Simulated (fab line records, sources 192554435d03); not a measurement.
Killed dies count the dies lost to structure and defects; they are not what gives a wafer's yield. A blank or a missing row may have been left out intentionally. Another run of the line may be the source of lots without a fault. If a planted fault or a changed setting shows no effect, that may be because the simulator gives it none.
Matching of chambers | flow n5Finfet | N5_PMOS_HMC_CHANNEL_EPI_CMP_21 on cmp-02 has 4 sister chambers
The step polishes SiGe30, target thk 54 nm. 16 wafers are shown with their chamber, then 8 later ones without.

## WAFERS, EACH WITH ITS CHAMBER
wafer  | chamber | motorCurrentA (A)
L082.2 | 2       | 13.3
L082.3 | 3       | 11.1
L082.6 | 0       | 14.1
L084.1 | 0       | 14.0
L084.2 | 1       | 11.7
L084.5 | 3       | 11.5
L085.2 | 2       | 14.0
L085.5 | 0       | 14.6
L085.6 | 1       | 12.1
L086.1 | 2       | 13.3
L086.2 | 1       | 11.7
L086.5 | 3       | 10.9
L087.2 | 3       | 11.9
L087.4 | 2       | 14.0
L087.6 | 1       | 11.8
L088.1 | 3       | 11.7

SIGNATURES, as means of the wafers listed above
reading       | chamber 0 | chamber 1 | chamber 2 | chamber 3 | scatter within a chamber
motorCurrentA | 14.233    | 11.825    | 13.650    | 11.420    | 0.353
Rule: for a wafer and a chamber, the distance is found by dividing, reading by reading, the gap between the wafer's reading and the chamber's mean by the reading's scatter, squaring, summing and taking the root. If the next closest chamber is less than 2 further off than the closest, the wafer can't be placed; otherwise it belongs to the closest. The scatter: the root of (the sum of the squares of (reading less its chamber's mean) over the shown wafers, divided by (wafers less chambers)).

## WAFERS WITH NO CHAMBER GIVEN
wafer  | motorCurrentA (A)
L088.5 | 11.0
L088.6 | 14.5
L090.1 | 12.3
L090.2 | 11.4
L090.6 | 12.1
L096.1 | 14.3
L096.4 | 14.2
L096.5 | 13.3

## CHAMBER TAKEN BY EACH
wafer  | from the rows above     | in truth
L088.5 | can't be placed: 3 or 1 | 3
L088.6 | can't be placed: 0 or 2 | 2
L090.1 | can't be placed: 1 or 3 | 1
L090.2 | can't be placed: 3 or 1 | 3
L090.6 | can't be placed: 1 or 3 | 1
L096.1 | can't be placed: 0 or 2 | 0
L096.4 | can't be placed: 0 or 2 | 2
L096.5 | can't be placed: 2 or 0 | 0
Correct placement for 0 of the 8. Cannot be placed on the basis of these rows: 8; the candidates contain the true chamber in 8. Wrongly placed: 0.
